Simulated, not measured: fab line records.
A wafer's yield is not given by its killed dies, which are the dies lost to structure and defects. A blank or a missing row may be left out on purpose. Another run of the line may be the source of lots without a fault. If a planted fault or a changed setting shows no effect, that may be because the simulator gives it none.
Which of the tools did it? / flow n5-finfet / Sampling: 11 lots, 29 wafers, 5 of 1938 route steps

## WHAT EACH GAUGE READ, for each wafer
N5_BEOL_M8_INSPECT_58: inspects for defects (darkfield). Usual: 75 for raw-defect-count, sd 22.
lot=L297; measured=day 10 02:44; on=defect-inspect-02; raw-defect-count=25 62; flag=
lot=L299; measured=day 12 05:44; on=defect-inspect-02; raw-defect-count=92 76; flag=
lot=L300; measured=day 12 06:44; on=defect-inspect-02; raw-defect-count=69 77; flag=
lot=L298; measured=day 12 14:11; on=defect-inspect-01; raw-defect-count=56 63 73; flag=
lot=L302; measured=day 13 02:57; on=defect-inspect-02; raw-defect-count=116 79 99; flag=
lot=L304; measured=day 13 13:07; on=defect-inspect-01; raw-defect-count=60 105 121; flag=
lot=L315; measured=day 15 19:20; on=defect-inspect-01; raw-defect-count=71 67; flag=
lot=L312; measured=day 15 22:55; on=defect-inspect-02; raw-defect-count=66 70 62; flag=
lot=L316; measured=day 16 07:03; on=defect-inspect-01; raw-defect-count=80 74 121; flag=
lot=L317; measured=day 16 13:25; on=defect-inspect-02; raw-defect-count=66 60 85; flag=
lot=L318; measured=day 16 23:11; on=defect-inspect-02; raw-defect-count=70 35 100; flag=

N5_BEOL_M9_CD_MEAS_18: pitch 140 nm, target cd 70 nm. Usual: 70.0 nm for cd-nm, sd 0.74.
lot=L297; measured=day 10 05:29; on=cd-sem-02; cd-nm (nm)=69.7 69.8; flag=
lot=L299; measured=day 12 08:44; on=cd-sem-02; cd-nm (nm)=69.6 70.1; flag=
lot=L300; measured=day 12 09:01; on=cd-sem-03; cd-nm (nm)=70.0 69.7; flag=
lot=L298; measured=day 12 17:11; on=cd-sem-03; cd-nm (nm)=70.2 69.6 70.8; flag=
lot=L302; measured=day 13 07:37; on=cd-sem-03; cd-nm (nm)=71.0 68.8 70.4; flag=
lot=L304; measured=day 13 16:20; on=cd-sem-03; cd-nm (nm)=73.9 68.3 72.8; flag=
lot=L315; measured=day 15 22:01; on=cd-sem-01; cd-nm (nm)=70.6 70.3; flag=
lot=L312; measured=day 16 03:03; on=cd-sem-02; cd-nm (nm)=70.7 70.6 70.4; flag=
lot=L316; measured=day 16 10:22; on=cd-sem-03; cd-nm (nm)=71.8 70.8 70.0; flag=
lot=L317; measured=day 16 16:04; on=cd-sem-01; cd-nm (nm)=70.6 70.8 70.6; flag=
lot=L318; measured=day 17 03:10; on=cd-sem-02; cd-nm (nm)=70.1 69.7 70.8; flag=

## EACH LOT AND THE TOOL THAT RAN IT (in order: tool; ch and the chambers of the sampled wafers; start)
lot=L297; N5_BEOL_M8_ANNEAL_51=rtp-anneal-01 ch 0, day 10 02:04; N5_BEOL_M8_DEP_56=pecvd-04 ch 0,1, day 10 02:38; N5_BEOL_M9_ETCH_62=rie-diel-01 ch 0,2, day 10 04:47
lot=L299; N5_BEOL_M8_ANNEAL_51=rtp-anneal-01 ch 0, day 12 04:58; N5_BEOL_M8_DEP_56=pecvd-02 ch 0,2, day 12 05:38; N5_BEOL_M9_ETCH_62=rie-diel-01 ch 0, day 12 08:22
lot=L300; N5_BEOL_M8_ANNEAL_51=rtp-anneal-01 ch 0, day 12 06:04; N5_BEOL_M8_DEP_56=pecvd-01 ch 0,1, day 12 06:38; N5_BEOL_M9_ETCH_62=rie-diel-01 ch 0,3, day 12 08:39
lot=L298; N5_BEOL_M8_ANNEAL_51=rtp-anneal-01 ch 0, day 12 13:26; N5_BEOL_M8_DEP_56=pecvd-02 ch 0,2, day 12 14:06; N5_BEOL_M9_ETCH_62=rie-diel-05 ch 1,2, day 12 16:44
lot=L302; N5_BEOL_M8_ANNEAL_51=rtp-anneal-01 ch 0, day 13 02:12; N5_BEOL_M8_DEP_56=pecvd-01 ch 1,2, day 13 02:52; N5_BEOL_M9_ETCH_62=rie-diel-05 ch 0,3, day 13 07:14
lot=L304; N5_BEOL_M8_ANNEAL_51=rtp-anneal-02 ch 0, day 13 12:22; N5_BEOL_M8_DEP_56=pecvd-04 ch 0,2, day 13 13:02; N5_BEOL_M9_ETCH_62=rie-diel-01 ch 0,1,2, day 13 15:58
lot=L315; N5_BEOL_M8_ANNEAL_51=rtp-anneal-02 ch 0, day 15 18:35; N5_BEOL_M8_DEP_56=pecvd-01 ch 0,2, day 15 19:14; N5_BEOL_M9_ETCH_62=rie-diel-05 ch 0,3, day 15 21:38
lot=L312; N5_BEOL_M8_ANNEAL_51=rtp-anneal-01 ch 0, day 15 22:08; N5_BEOL_M8_DEP_56=pecvd-01 ch 0,2, day 15 22:48; N5_BEOL_M9_ETCH_62=rie-diel-06 ch 1,2,3, day 16 02:41
lot=L316; N5_BEOL_M8_ANNEAL_51=rtp-anneal-02 ch 0, day 16 06:18; N5_BEOL_M8_DEP_56=pecvd-02 ch 0,2, day 16 06:57; N5_BEOL_M9_ETCH_62=rie-diel-06 ch 0,2,3, day 16 09:59
lot=L317; N5_BEOL_M8_ANNEAL_51=rtp-anneal-02 ch 0, day 16 12:40; N5_BEOL_M8_DEP_56=pecvd-04 ch 0,2, day 16 13:19; N5_BEOL_M9_ETCH_62=rie-diel-05 ch 0,3, day 16 15:42
lot=L318; N5_BEOL_M8_ANNEAL_51=rtp-anneal-02 ch 0, day 16 22:32; N5_BEOL_M8_DEP_56=pecvd-01 ch 0,1, day 16 23:05; N5_BEOL_M9_ETCH_62=rie-diel-06 ch 0,2,3, day 17 02:48
- N5_BEOL_M8_ANNEAL_51: time 90 s.
- N5_BEOL_M8_DEP_56: deposits SiCN from 3MS/NH3, target thk 10 nm, time 17.5 s.
- N5_BEOL_M9_ETCH_62: etches SOC in N2/H2, target depth 110 nm, overetch 22 nm, time 165 s.

## AS READ BY THE TOOLS THEMSELVES (means over the sampled wafers that have a number; for cases with no such wafer, the mark the record gives instead)
N5_BEOL_M8_ANNEAL_51. Usual: 226.4 for wafer_temp_C_max, sd 0.31.
lot=L297 tool=rtp-anneal-01 wafer_temp_C_max=226.1 flag=
lot=L299 tool=rtp-anneal-01 wafer_temp_C_max=226.2 flag=
lot=L300 tool=rtp-anneal-01 wafer_temp_C_max=226.6 flag=
lot=L298 tool=rtp-anneal-01 wafer_temp_C_max=226.1 flag=
lot=L302 tool=rtp-anneal-01 wafer_temp_C_max=226.1 flag=
lot=L304 tool=rtp-anneal-02 wafer_temp_C_max=226.5 flag=
lot=L315 tool=rtp-anneal-02 wafer_temp_C_max=226.7 flag=
lot=L312 tool=rtp-anneal-01 wafer_temp_C_max=226.2 flag=
lot=L316 tool=rtp-anneal-02 wafer_temp_C_max=226.8 flag=
lot=L317 tool=rtp-anneal-02 wafer_temp_C_max=226.6 flag=
lot=L318 tool=rtp-anneal-02 wafer_temp_C_max=226.6 flag=

N5_BEOL_M8_DEP_56. Usual: chamber-pressure-Torr 3.001 Torr, standard deviation 0.0068; rf-fwd-power-W 200.1 W, standard deviation 0.67; showerhead-plenum-p-Torr 3.667 Torr, standard deviation 0.013; throttle-valve-pct 9.3 %, standard deviation 0.52.
lot=L297; tool=pecvd-04; chamber-pressure-Torr (Torr)=3.000; rf-fwd-power-W (W)=200.6; showerhead-plenum-p-Torr (Torr)=3.662; throttle-valve-pct (%)=9.4; flag=
lot=L299; tool=pecvd-02; chamber-pressure-Torr (Torr)=2.996; rf-fwd-power-W (W)=200.6; showerhead-plenum-p-Torr (Torr)=3.672; throttle-valve-pct (%)=9.1; flag=
lot=L300; tool=pecvd-01; chamber-pressure-Torr (Torr)=3.002; rf-fwd-power-W (W)=200.9; showerhead-plenum-p-Torr (Torr)=3.665; throttle-valve-pct (%)=9.6; flag=
lot=L298; tool=pecvd-02; chamber-pressure-Torr (Torr)=2.994; rf-fwd-power-W (W)=200.1; showerhead-plenum-p-Torr (Torr)=3.676; throttle-valve-pct (%)=8.8; flag=
lot=L302; tool=pecvd-01; chamber-pressure-Torr (Torr)=3.001; rf-fwd-power-W (W)=200.1; showerhead-plenum-p-Torr (Torr)=3.666; throttle-valve-pct (%)=9.3; flag=
lot=L304; tool=pecvd-04; chamber-pressure-Torr (Torr)=2.998; rf-fwd-power-W (W)=199.1; showerhead-plenum-p-Torr (Torr)=3.646; throttle-valve-pct (%)=8.5; flag=
lot=L315; tool=pecvd-01; chamber-pressure-Torr (Torr)=2.997; rf-fwd-power-W (W)=200.4; showerhead-plenum-p-Torr (Torr)=3.679; throttle-valve-pct (%)=9.3; flag=
lot=L312; tool=pecvd-01; chamber-pressure-Torr (Torr)=3.002; rf-fwd-power-W (W)=200.4; showerhead-plenum-p-Torr (Torr)=3.669; throttle-valve-pct (%)=9.2; flag=
lot=L316; tool=pecvd-02; chamber-pressure-Torr (Torr)=2.999; rf-fwd-power-W (W)=200.3; showerhead-plenum-p-Torr (Torr)=3.673; throttle-valve-pct (%)=9.1; flag=
lot=L317; tool=pecvd-04; chamber-pressure-Torr (Torr)=3.012; rf-fwd-power-W (W)=199.6; showerhead-plenum-p-Torr (Torr)=3.646; throttle-valve-pct (%)=8.6; flag=
lot=L318; tool=pecvd-01; chamber-pressure-Torr (Torr)=3.006; rf-fwd-power-W (W)=200.5; showerhead-plenum-p-Torr (Torr)=3.681; throttle-valve-pct (%)=9.7; flag=

N5_BEOL_M9_ETCH_62. Usual: drypump-motor-current-A 5.74 A, standard deviation 0.28; n2-flow-sccm 200.0 sccm, standard deviation 0.66; oes-product-au 0.66 a.u., standard deviation 0.067; rf-fwd-power-W 837.4 W, standard deviation 2.5; rf-vpp-V 523.2 V, standard deviation 2.5; showerhead-plenum-p-Torr 2.52 Torr, standard deviation 0.09; throttle-valve-pct 17.79 %, standard deviation 0.29.
lot=L297; tool=rie-diel-01; drypump-motor-current-A (A)=5.67; n2-flow-sccm (sccm)=200.4; oes-product-au (a.u.)=0.65; rf-fwd-power-W (W)=836.2; rf-vpp-V (V)=524.5; showerhead-plenum-p-Torr (Torr)=2.54; throttle-valve-pct (%)=17.75; flag=
lot=L299; tool=rie-diel-01; drypump-motor-current-A (A)=5.67; n2-flow-sccm (sccm)=199.9; oes-product-au (a.u.)=0.68; rf-fwd-power-W (W)=835.5; rf-vpp-V (V)=521.2; showerhead-plenum-p-Torr (Torr)=2.46; throttle-valve-pct (%)=17.38; flag=
lot=L300; tool=rie-diel-01; drypump-motor-current-A (A)=5.77; n2-flow-sccm (sccm)=200.4; oes-product-au (a.u.)=0.72; rf-fwd-power-W (W)=836.5; rf-vpp-V (V)=523.2; showerhead-plenum-p-Torr (Torr)=2.51; throttle-valve-pct (%)=17.30; flag=
lot=L298; tool=rie-diel-05; drypump-motor-current-A (A)=5.50; n2-flow-sccm (sccm)=200.4; oes-product-au (a.u.)=0.75; rf-fwd-power-W (W)=834.4; rf-vpp-V (V)=521.9; showerhead-plenum-p-Torr (Torr)=2.47; throttle-valve-pct (%)=17.80; flag=
lot=L302; tool=rie-diel-05; drypump-motor-current-A (A)=5.78; n2-flow-sccm (sccm)=200.2; oes-product-au (a.u.)=0.65; rf-fwd-power-W (W)=839.7; rf-vpp-V (V)=522.2; showerhead-plenum-p-Torr (Torr)=2.47; throttle-valve-pct (%)=17.65; flag=
lot=L304; tool=rie-diel-01; drypump-motor-current-A (A)=5.82; n2-flow-sccm (sccm)=199.9; oes-product-au (a.u.)=0.64; rf-fwd-power-W (W)=835.5; rf-vpp-V (V)=523.3; showerhead-plenum-p-Torr (Torr)=2.55; throttle-valve-pct (%)=17.86; flag=
lot=L315; tool=rie-diel-05; drypump-motor-current-A (A)=5.78; n2-flow-sccm (sccm)=200.1; oes-product-au (a.u.)=0.64; rf-fwd-power-W (W)=835.2; rf-vpp-V (V)=522.0; showerhead-plenum-p-Torr (Torr)=2.47; throttle-valve-pct (%)=17.75; flag=
lot=L312; tool=rie-diel-06; drypump-motor-current-A (A)=5.91; n2-flow-sccm (sccm)=200.0; oes-product-au (a.u.)=0.71; rf-fwd-power-W (W)=836.3; rf-vpp-V (V)=525.9; showerhead-plenum-p-Torr (Torr)=2.62; throttle-valve-pct (%)=17.79; flag=
lot=L316; tool=rie-diel-06; drypump-motor-current-A (A)=5.77; n2-flow-sccm (sccm)=200.5; oes-product-au (a.u.)=0.62; rf-fwd-power-W (W)=835.8; rf-vpp-V (V)=524.7; showerhead-plenum-p-Torr (Torr)=2.58; throttle-valve-pct (%)=18.05; flag=
lot=L317; tool=rie-diel-05; drypump-motor-current-A (A)=5.76; n2-flow-sccm (sccm)=200.1; oes-product-au (a.u.)=0.61; rf-fwd-power-W (W)=839.1; rf-vpp-V (V)=522.7; showerhead-plenum-p-Torr (Torr)=2.48; throttle-valve-pct (%)=17.80; flag=
lot=L318; tool=rie-diel-06; drypump-motor-current-A (A)=5.77; n2-flow-sccm (sccm)=200.1; oes-product-au (a.u.)=0.62; rf-fwd-power-W (W)=837.7; rf-vpp-V (V)=524.5; showerhead-plenum-p-Torr (Torr)=2.58; throttle-valve-pct (%)=18.06; flag=

## THE ANSWER, worked out from the rows above alone
Rule: lot off if the mean of its wafers having a number is beyond 3 standard deviations from the usual mean. A lot without any number at a reading at which 4 lots or more have one is off too. All remaining lots with rows at the step are treated as sound. The gauges are gone through in route order, then the tools' own readings, and for those a lot's mean is taken as printed above. The first step at which some lot is off is used, and at that step the reading that is off furthest; a lot without a number counts as furthest.
No lot is off at any reading shown: from this, nothing can be told.

## WHAT WAS PUT IN BY THE SIMULATOR
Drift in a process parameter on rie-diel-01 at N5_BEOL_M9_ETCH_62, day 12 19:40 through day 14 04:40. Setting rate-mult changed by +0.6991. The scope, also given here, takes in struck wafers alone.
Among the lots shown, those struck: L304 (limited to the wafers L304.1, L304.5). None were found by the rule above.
